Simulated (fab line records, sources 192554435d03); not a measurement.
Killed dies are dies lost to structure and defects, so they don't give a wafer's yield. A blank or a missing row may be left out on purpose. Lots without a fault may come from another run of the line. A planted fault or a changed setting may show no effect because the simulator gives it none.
Problem report in the 8D (eight disciplines) form, filled by code | flow n5_finfet | the parts of the form that need people (team, actions taken, sign-off) are left out

1. THE PROBLEM
susceptor_temp_C at N5_BEOL_M1_ALD_98 reads a mean of 92.64 C on 6 wafers of 2 lots; wafers without a fault read 100.00 C with a standard deviation of 0.14. That is -53 standard deviations from the usual mean.
The step: deposits SiO2, target thk 2.5 nm, pulse time 1 s, co reactant pulse time 1 s.
First seen on wafer L695.2, day 9 11:31, on ald_sin-01. The record holds 26 wafers of 9 lots with a number at this step. Rule for "out", or "out of limits": more than 4 standard deviations from the usual mean. The other wafers with a number count as sound.

2. WHAT IT IS AND WHAT IT IS NOT
question                    | is                     | is not
which readings at this step | susceptor_temp_C       | precursor_pulse_height_rel
which lots                  | L695, L699             | L683, L684, L691, L701, L702, L703, L706
which wafers of those lots  | all that have a number | -
read on which tools         | ald_sin-01             | ald_sin-03, ald_sin-04
when                        | from day 9 11:31       | up to then (8 sound wafers); but 12 sound wafers of L701, L702, L703, L706 came after

3. SUSPECTS, AND WHAT RULES EACH OUT
Counting: a tool at a process step up to the reading stays a suspect if it ran every lot that is out and no sound lot after the first of them.
- ald_sin-01 at N5_BEOL_M1_ALD_98 (deposits SiO2, target thk 2.5 nm, pulse time 1 s, co reactant pulse time 1 s): kept. It ran every lot that is out, first L695 (day 9 11:31), and no sound lot after that; its last sound lot up to then is L691 (day 8 07:33). Its own readings are out on those wafers: susceptor_temp_C.
Left after counting: ald_sin-01 at N5_BEOL_M1_ALD_98.

4. THE CAUSE (what the simulator had put in)
Process parameter drift: ald_sin-01, from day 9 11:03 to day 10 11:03, at N5_BEOL_M1_ALD_98. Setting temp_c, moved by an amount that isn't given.
Counting left only this tool.

5. THE CHAIN OF EFFECTS, in route order
Each row: a reading whose mean over the struck wafers that have a number lies more than 3 standard deviations from the usual. Only readings for which the record gives a usual standard deviation are gone through. hours: the time from each lot's start at the first step in this table that gives one to its start at this step, as a median over the lots. sigmas: the change in usual standard deviations.
hours | step              | reading          | usual    | on struck wafers | change | sigmas
0     | N5_BEOL_M1_ALD_98 | susceptor_temp_C | 100.00 C | 92.64            | -7.36  | -53
The process steps in it:
- N5_BEOL_M1_ALD_98: deposits SiO2, target thk 2.5 nm, pulse time 1 s, co reactant pulse time 1 s.
Later measuring or inspecting steps at which every struck wafer that the step has a row for has a number for every such reading, and none has moved that far: N5_BEOL_M4_RC_MEAS_101.

6. WHAT WOULD HAVE CAUGHT IT SOONER
In this record the first reading out of limits was taken at day 9 11:31, 0 hours after the fault began at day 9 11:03.
